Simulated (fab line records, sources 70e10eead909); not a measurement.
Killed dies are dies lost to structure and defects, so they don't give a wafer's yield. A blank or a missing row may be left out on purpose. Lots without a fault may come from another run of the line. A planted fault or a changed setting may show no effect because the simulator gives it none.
Chamber matching | flow nand_harc | NHARC_A_CHANNEL_FILL_D1_ALD_14 on ald_hk-02: 4 sister chambers
The step deposits SiO2, target thk 2.5 nm, pulse time 10 s, ald cycles 25. 8 wafers are shown with their chamber, then 12 later ones without.

WAFERS WITH THEIR CHAMBER
wafer  | chamber | heater_power_w (W) | precursor_pulse_height_rel
L082.2 | 0       | 462                | 0.989
L084.1 | 1       | 540                | 0.986
L086.2 | 0       | 470                | 1.017
L086.4 | 1       | 533                | 1.043
L086.6 | 2       | 399                | 0.993
L087.2 | 2       | 400                | 1.011
L087.3 | 3       | 507                | 1.030
L087.5 | 3       | 507                | 1.019

WAFERS WITHOUT THEIR CHAMBER
wafer  | heater_power_w (W) | precursor_pulse_height_rel
L089.2 | 391                | 1.018
L089.3 | 462                | 0.981
L089.4 | 548                | 1.006
L093.1 | 533                | 0.992
L093.4 | 464                | 1.017
L093.6 | 408                | 1.015
L095.1 | 531                | 0.994
L095.3 | 545                | 0.987
L095.5 | 549                | 1.018
L097.1 | 409                | 0.995
L097.4 | 548                | 1.042
L097.5 | 543                | 1.031

WHICH CHAMBER EACH WENT THROUGH
wafer  | from the rows above | in truth
L089.2 | 2                   | 2
L089.3 | 0                   | 0
L089.4 | 1                   | 1
L093.1 | 1                   | 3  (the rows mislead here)
L093.4 | 0                   | 0
L093.6 | 2                   | 2
L095.1 | 1                   | 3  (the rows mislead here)
L095.3 | 1                   | 1
L095.5 | 1                   | 1
L097.1 | 2                   | 2
L097.4 | 1                   | 1
L097.5 | 1                   | 1
Placed correctly: 10 of 12. Can't be placed from these rows: 0. Placed wrongly: 2.
How it was worked out, from the rows above alone: a wafer's distance from a chamber is the root of the sum, over the readings, of the square of ((its reading less the chamber's mean) divided by the reading's scatter). The wafer belongs to the nearest chamber; if the next one is less than 2 further off, it can't be placed. A chamber's mean is the mean of its shown wafers. The scatter: the root of (the sum of the squares of (reading less its chamber's mean) over the shown wafers, divided by (wafers less chambers)).
